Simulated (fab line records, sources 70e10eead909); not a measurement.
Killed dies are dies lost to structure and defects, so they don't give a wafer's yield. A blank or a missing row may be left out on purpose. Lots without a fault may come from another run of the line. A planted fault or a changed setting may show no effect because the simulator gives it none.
A struck lot beside a sound one | flow nand_harc | 13 steps out of a route of 1302
Sound: wafers L197.2, L197.5, L197.6. Struck: wafer L189.4. (L189.3, L189.5 of the same lot were not struck and are left out.) The cause comes at the end.
At each step with rows: each side's tool, then ch and its chambers, then its first start. Under that, the readings that differ: sound wafers | struck wafers | difference of the means | sigmas: that difference in standard deviations of wafers without a fault.
alike: readings whose means differ by less than 2 such deviations, and words and numbers that are the same on both sides. not compared: withheld readings, readings that some wafer has no value for, bounds like >300 that may hide the same value, and numbers for which the record gives no deviation and whose values overlap.
The two part at a step that has a row with sigmas, a row that says differs or no value, or rows on one side only. Numbers that don't overlap but have no deviation are shown without sigmas and don't part them. A reading that every wafer of one side lacks parts them only if that side has two wafers or more.

first, 3 steps without rows for these wafers: NHARC_A_STAIRCASE_TRIM_16 (chemistry O2, time 211.2 s); NHARC_A_STAIRCASE_ETCH_17 (etches the open film in C4F8/O2, target depth 100 nm, time 40.5 s); NHARC_A_STAIRCASE_TRIM_18 (chemistry O2, time 211.2 s).
NHARC_A_STAIRCASE_ETCH_19: etches the open film in C4F8/O2, target depth 100 nm, time 40.5 s.
  sound on rie_diel-04 ch 0,3; struck on rie_diel-01 ch 3
  alike: oes_product_au, rf_fwd_power_W, rf_vpp_V, run_length_s
  not compared: rf_hours_counter_h
NHARC_A_STAIRCASE_TRIM_20: chemistry O2, time 211.2 s.
  sound on rie_diel-06 ch 2,3, day 22 06:37; struck on rie_diel-01 ch 3, day 18 23:29
  reading                         | sound          | struck | difference | sigmas
  showerhead_plenum_p_Torr (Torr) | 3.78 3.78 3.60 | 3.35   | -0.37      | -2
  alike: drypump_motor_current_A, oes_product_au, rf_vpp_V, throttle_valve_pct
  not compared: rf_hours_counter_h
then, 2 steps without rows for these wafers: NHARC_A_STAIRCASE_ETCH_21 (etches the open film in C4F8/O2, target depth 100 nm, time 40.5 s); NHARC_A_STAIRCASE_TRIM_22 (chemistry O2, time 211.2 s).
NHARC_A_STAIRCASE_ETCH_23: etches the open film in C4F8/O2, target depth 100 nm, time 40.5 s.
  sound on rie_diel-06 ch 1,2,3; struck on rie_diel-01 ch 1
  alike: oes_product_au, rf_fwd_power_W, rf_vpp_V, run_length_s
  not compared: rf_hours_counter_h
then, 1 step without rows for these wafers: NHARC_A_STAIRCASE_TRIM_24 (chemistry O2, time 211.2 s).
NHARC_A_STAIRCASE_ETCH_25: etches the open film in C4F8/O2, target depth 100 nm, time 40.5 s.
  sound on rie_diel-06 ch 2,3; struck on rie_diel-01 ch 0
  alike: oes_product_au, rf_fwd_power_W, rf_vpp_V, run_length_s
  not compared: rf_hours_counter_h
NHARC_A_STAIRCASE_TRIM_26: chemistry O2, time 211.2 s.
  sound on rie_diel-06 ch 2,3; struck on rie_diel-01 ch 1
  reading               | sound             | struck | difference | sigmas
  oes_product_au (a.u.) | 1.025 0.997 1.029 | 0.978  | -0.039     | -3
  alike: drypump_motor_current_A, rf_vpp_V, showerhead_plenum_p_Torr, throttle_valve_pct
  not compared: rf_hours_counter_h
NHARC_A_STAIRCASE_ETCH_27: etches the open film in C4F8/O2, target depth 100 nm, time 40.5 s.
  sound on rie_diel-06 ch 0,2,3, day 22 07:31; struck on rie_diel-01 ch 1, day 19 00:23
  reading            | sound          | struck | difference | sigmas
  rf_fwd_power_W (W) | 594 592 599    | 588    | -7         | -2
  run_length_s (s)   | 62.7 61.9 61.6 | 71.2   | +9.1       | +23
  alike: oes_product_au, rf_vpp_V
  not compared: rf_hours_counter_h
-- the record jumps here: 9 days lie between the struck wafers' starts before and after (it left off in module A_STAIRCASE and takes up again in module END, whose first step shown is number 1302 of the route) --
NHARC_END_SORT_01:
  the record has rows for the struck wafers here (prober-01 ch 0, day 27 17:58) and none for the sound ones

WHERE THEY PART
First at NHARC_A_STAIRCASE_TRIM_20; last, within this record, at NHARC_END_SORT_01.

WHY: what the simulator had put in
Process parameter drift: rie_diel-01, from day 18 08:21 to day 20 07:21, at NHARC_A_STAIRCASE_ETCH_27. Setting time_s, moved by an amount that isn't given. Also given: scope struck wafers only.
